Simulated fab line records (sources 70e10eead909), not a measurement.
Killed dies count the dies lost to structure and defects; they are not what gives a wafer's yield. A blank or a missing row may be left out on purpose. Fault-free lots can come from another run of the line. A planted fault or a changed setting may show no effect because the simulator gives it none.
Matching of chambers + flow nand_harc + NHARC_P_CONTACT_ALD_22 on ald_metal-03: 4 sister chambers
The step deposits TiN, target thk 3 nm, pulse time 1 s, ald cycles 150. 16 wafers are shown with their chamber, then 8 later ones without.

## WAFERS WITH THEIR CHAMBER
| wafer  | chamber | heater_power_w (W) | precursor_pulse_height_rel |
|--------|---------|--------------------|----------------------------|
| L076.1 | 2       | 1361               | 1.017                      |
| L076.3 | 3       | 977                | 1.003                      |
| L076.4 | 0       | 1113               | 1.001                      |
| L078.1 | 2       | 1355               | 0.997                      |
| L078.4 | 3       | 1008               | 0.980                      |
| L078.6 | 0       | 1104               | 1.005                      |
| L081.2 | 3       | 992                | 1.034                      |
| L081.5 | 1       | 1123               | 1.004                      |
| L081.6 | 2       | 1352               | 0.997                      |
| L083.2 | 2       | 1366               | 1.002                      |
| L083.3 | 1       | 1090               | 1.013                      |
| L083.4 | 3       | 1010               | 1.002                      |
| L089.1 | 0       | 1065               | 1.023                      |
| L089.2 | 1       | 1090               | 0.999                      |
| L089.3 | 3       | 988                | 1.010                      |
| L090.1 | 1       | 1112               | 1.005                      |

SIGNATURES (averages over the wafers above)
| reading                    | chamber 0 | chamber 1 | chamber 2 | chamber 3 | scatter within a chamber |
|----------------------------|-----------|-----------|-----------|-----------|--------------------------|
| heater_power_w             | 1094.00   | 1103.75   | 1358.50   | 995.00    | 15.8                     |
| precursor_pulse_height_rel | 1.00967   | 1.00525   | 1.00325   | 1.00580   | 0.0134                   |
Rule: distance of a wafer from a chamber = root of the sum over the readings of ((wafer's reading minus chamber's mean) / reading's scatter) squared. The wafer belongs to the nearest chamber; if the next one is less than 2 further off, it can't be placed. The scatter: the root of (the sum of the squares of (reading less its chamber's mean) over the shown wafers, divided by (wafers less chambers)).

## WAFERS WITH NO CHAMBER GIVEN
| wafer  | heater_power_w (W) | precursor_pulse_height_rel |
|--------|--------------------|----------------------------|
| L090.5 | 1370               | 1.042                      |
| L090.6 | 1112               | 0.988                      |
| L092.1 | 1087               | 1.018                      |
| L092.3 | 1106               | 0.992                      |
| L092.6 | 1089               | 1.011                      |
| L096.1 | 1406               | 0.993                      |
| L096.2 | 1105               | 1.010                      |
| L096.3 | 979                | 1.000                      |

## THE CHAMBER EACH PASSED THROUGH
| wafer  | from the rows above     | in truth |
|--------|-------------------------|----------|
| L090.5 | 2                       | 2        |
| L090.6 | can't be placed: 1 or 0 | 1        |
| L092.1 | can't be placed: 0 or 1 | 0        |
| L092.3 | can't be placed: 1 or 0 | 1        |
| L092.6 | can't be placed: 0 or 1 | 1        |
| L096.1 | 2                       | 2        |
| L096.2 | can't be placed: 1 or 0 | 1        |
| L096.3 | 3                       | 3        |
Placed correctly: 3 of 8. These rows do not allow placing 5 (true chamber among the candidates in 5). Placed wrongly: 0.
